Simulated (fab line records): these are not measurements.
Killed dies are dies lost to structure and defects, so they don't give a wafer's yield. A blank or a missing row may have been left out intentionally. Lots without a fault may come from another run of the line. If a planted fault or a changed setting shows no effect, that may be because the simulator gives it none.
A struck lot beside a sound one	flow n5 finfet	18 out of 1938 route steps
Sound: wafers L931.2, L931.5, L931.6. Wafers struck: L925.2, L925.4, L925.5. At the end, the cause is stated.
Order at every step that has rows: each side's tool, ch and its chambers, its first start. Under that, the readings that differ: sound wafers	struck wafers	difference of the means	sigmas: that difference in standard deviations of wafers without a fault.
alike: readings whose means differ by less than 2 such deviations, and words and numbers that are the same on both sides. not compared: withheld readings, readings that some wafer has no value for, bounds like >300 that may hide the same value, and numbers for which the record gives no deviation and whose values overlap.
Wherever a step has rows on one side only, a row that says differs or no value, or a row with sigmas, the two part there. Non-overlapping numbers with no deviation appear without sigmas and do not part them. A reading missing from all wafers of one side parts the sides only when that side holds two or more wafers.

first, 7 steps without rows for these wafers: N5_BEOL_M8_COAT_60 (time 60 s, resist thk 35 nm); N5_BEOL_M8_COAT_05 (resist thk 90 nm); N5_BEOL_M8_EBR_07; N5_BEOL_M8_SOFTBAKE_06 (time 60 s); N5_BEOL_M8_EXPOSE_08 (exposes mask M8); N5_BEOL_M8_PEB_09 (peb time 60 s); N5_BEOL_M8_DEVELOP_10 (develop time 30 s).
N5_BEOL_M8_CD_MEAS_11 targets a cd of 38.5 nm.
  sound on cd sem-02 ch 0, day 13 18:26; struck on cd sem-02 ch 0, day 12 10:57
  alike: cd nm
N5_BEOL_M8_OVL_MEAS_12:
  sound on overlay-02 ch 0, day 13 18:28; struck on overlay-02 ch 0, day 12 10:59
  alike: M8_OVL
N5_BEOL_M8_INSPECT_13: inspects for defects (brightfield).
  sound on defect inspect-01 at day 13 18:29; struck on defect inspect-01 at day 12 11:01
  alike: raw defect count
N5_BEOL_M8_DESCUM_16: chemistry O2, time 7.9 s.
  sound on rie diel-06 ch 0,1,3, day 13 18:46; struck on rie diel-05 ch 1,2,3, day 12 11:02
  alike: drypump motor current A, oes product au, rf fwd power W, rf vpp V, showerhead plenum p Torr, throttle valve pct
  not compared: rf hours counter h
N5_BEOL_M8_ETCH_61: etches SiARC in CF4, target depth 45.5 nm, time 75.8 s.
  sound on rie diel-06 ch 0,1,3, day 13 18:48; struck on rie diel-05 ch 1,2,3, day 12 11:05
  alike: drypump motor current A, etch rf on time s, oes product au, rf fwd power W, rf vpp V, showerhead plenum p Torr, throttle valve pct
  not compared: rf hours counter h
N5_BEOL_M8_ETCH_62: etches SOC in N2/H2, target depth 110 nm, overetch 22 nm, time 165 s.
  sound on rie diel-06 ch 0,1,3, day 13 18:51; struck on rie diel-05 ch 1,2,3, day 12 11:08
reading	sound	struck	difference	sigmas
rf fwd power W (W)	835.2 839.1 834.3	630.4 635.5 637.0	-201.9	-75
rf vpp V (V)	525.3 527.6 529.0	576.0 577.9 572.6	+48.2	+17
model.SiARC_of_BEOL_M8_COAT_60.thk nm (nm)	28 28.2 28.2	29.2 29.2 29.2	+1.1	
model.BEOL_M8.cd offset nm (nm)	0.2 -0.2 0	-0.6 -0.8 -0.4	-0.6	
  alike: drypump motor current A, oes product au, showerhead plenum p Torr, throttle valve pct
  not compared: rf hours counter h
then, 1 step without rows for these wafers: N5_BEOL_M8_STRIP_68 (strips in N2/H2).
N5_BEOL_M8_STRIP_67: strips in CF4.
  sound on rie diel-06 ch 0,1,3, day 13 19:00; struck on rie diel-05 ch 1,2,3, day 12 11:17
  alike: drypump motor current A, oes product au, rf vpp V, showerhead plenum p Torr, throttle valve pct
  not compared: rf hours counter h
N5_BEOL_M8_HM_OPEN_17: chemistry Cl2/BCl3, target TiN, target depth 20 nm, overetch 6 nm.
  sound on rie metal-03 ch 0,1, day 13 19:02; struck on rie metal-01 ch 0,1, day 12 11:19
reading	sound	struck	difference	sigmas
model.BEOL_M8.cd offset nm (nm)	0 -0.2 0.2	-0.6 -0.6 -0.4	-0.5	
  alike: drypump motor current A, oes product au, rf fwd power W, throttle valve pct
  not compared: rf hours counter h
N5_BEOL_M8_STRIP_19: strips in O2.
  sound on rie diel-05 ch 0,1, day 13 19:09; struck on rie diel-06 ch 2,3, day 12 11:26
  alike: drypump motor current A, oes product au, rf vpp V, showerhead plenum p Torr, throttle valve pct
  not compared: rf hours counter h
-- record jumps: 3 days separate the struck wafers' starts on either side; left off in module BEOL_M8, taken up again in module PASSIVATION, whose first shown step is the route's number 1936 --
N5_PASSIVATION_PROBE_49:
  only the struck wafers here have rows in the record (prober-02, day 15 14:30); the sound ones have none

== WHERE THEY PART ==
Earliest at N5_BEOL_M8_ETCH_62; latest, in this record, at N5_PASSIVATION_PROBE_49.

WHY: what had been put in by the simulator
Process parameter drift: rie diel-05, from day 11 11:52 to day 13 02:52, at N5_BEOL_M8_ETCH_62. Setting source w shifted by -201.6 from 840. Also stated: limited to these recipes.
